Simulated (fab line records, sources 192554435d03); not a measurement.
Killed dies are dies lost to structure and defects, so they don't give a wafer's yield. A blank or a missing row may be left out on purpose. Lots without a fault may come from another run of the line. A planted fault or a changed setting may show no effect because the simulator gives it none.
Chamber matching | flow n5_finfet | N5_BEOL_M3_STRIP_19 on rie_diel-03: 4 sister chambers
The step strips in O2. 20 wafers are shown with their chamber, then 10 later ones without.

WAFERS WITH THEIR CHAMBER
wafer  | chamber | drypump_motor_current_A (A) | showerhead_plenum_p_Torr (Torr) | throttle_valve_pct (%)
L075.2 | 1       | 5.2                         | 2.14                            | 16.99
L075.5 | 1       | 5.2                         | 2.14                            | 17.00
L075.6 | 0       | 5.5                         | 2.01                            | 16.97
L076.2 | 2       | 5.7                         | 2.07                            | 17.04
L076.3 | 0       | 5.5                         | 2.01                            | 16.95
L076.4 | 0       | 5.5                         | 2.01                            | 16.96
L077.2 | 3       | 5.7                         | 2.15                            | 16.92
L077.4 | 3       | 5.7                         | 2.15                            | 16.91
L077.5 | 2       | 5.7                         | 2.07                            | 17.04
L084.2 | 1       | 5.2                         | 2.13                            | 16.56
L084.5 | 1       | 5.2                         | 2.13                            | 16.55
L084.6 | 0       | 5.5                         | 2.00                            | 17.01
L087.1 | 1       | 5.3                         | 2.12                            | 16.62
L087.2 | 2       | 5.7                         | 2.06                            | 16.57
L087.5 | 1       | 5.2                         | 2.12                            | 16.60
L088.1 | 0       | 5.5                         | 2.00                            | 17.05
L088.2 | 2       | 5.7                         | 2.06                            | 16.59
L088.4 | 1       | 5.2                         | 2.12                            | 16.60
L086.1 | 3       | 5.7                         | 2.14                            | 16.51
L086.5 | 2       | 5.7                         | 2.06                            | 16.59

SIGNATURES (means of the wafers above)
reading                  | chamber 0 | chamber 1 | chamber 2 | chamber 3 | scatter within a chamber
drypump_motor_current_A  | 5.500     | 5.214     | 5.700     | 5.700     | 0.0231
showerhead_plenum_p_Torr | 2.0060    | 2.1286    | 2.0640    | 2.1467    | 0.00704
throttle_valve_pct       | 16.9880   | 16.7029   | 16.7660   | 16.7800   | 0.195
Rule: a wafer's distance from a chamber is the root of the sum, over the readings, of the square of ((its reading less the chamber's mean) divided by the reading's scatter). The wafer belongs to the nearest chamber; if the next one is less than 2 further off, it can't be placed. The scatter: the root of (the sum of the squares of (reading less its chamber's mean) over the shown wafers, divided by (wafers less chambers)).

WAFERS WITHOUT THEIR CHAMBER
wafer  | drypump_motor_current_A (A) | showerhead_plenum_p_Torr (Torr) | throttle_valve_pct (%)
L086.6 | 5.7                         | 2.14                            | 16.51
L090.2 | 5.2                         | 2.12                            | 16.62
L090.4 | 5.7                         | 2.14                            | 16.52
L090.5 | 5.7                         | 2.06                            | 16.60
L092.1 | 5.7                         | 2.14                            | 16.52
L092.3 | 5.2                         | 2.12                            | 16.60
L092.5 | 5.7                         | 2.06                            | 16.60
L097.4 | 5.7                         | 2.06                            | 16.59
L097.5 | 5.7                         | 2.06                            | 16.58
L097.6 | 5.7                         | 2.14                            | 16.52

WHICH CHAMBER EACH WENT THROUGH
wafer  | from the rows above | in truth
L086.6 | 3                   | 3
L090.2 | 1                   | 1
L090.4 | 3                   | 3
L090.5 | 2                   | 2
L092.1 | 3                   | 3
L092.3 | 1                   | 1
L092.5 | 2                   | 2
L097.4 | 2                   | 2
L097.5 | 2                   | 2
L097.6 | 3                   | 3
Placed correctly: 10 of 10. Can't be placed from these rows: 0. Placed wrongly: 0.
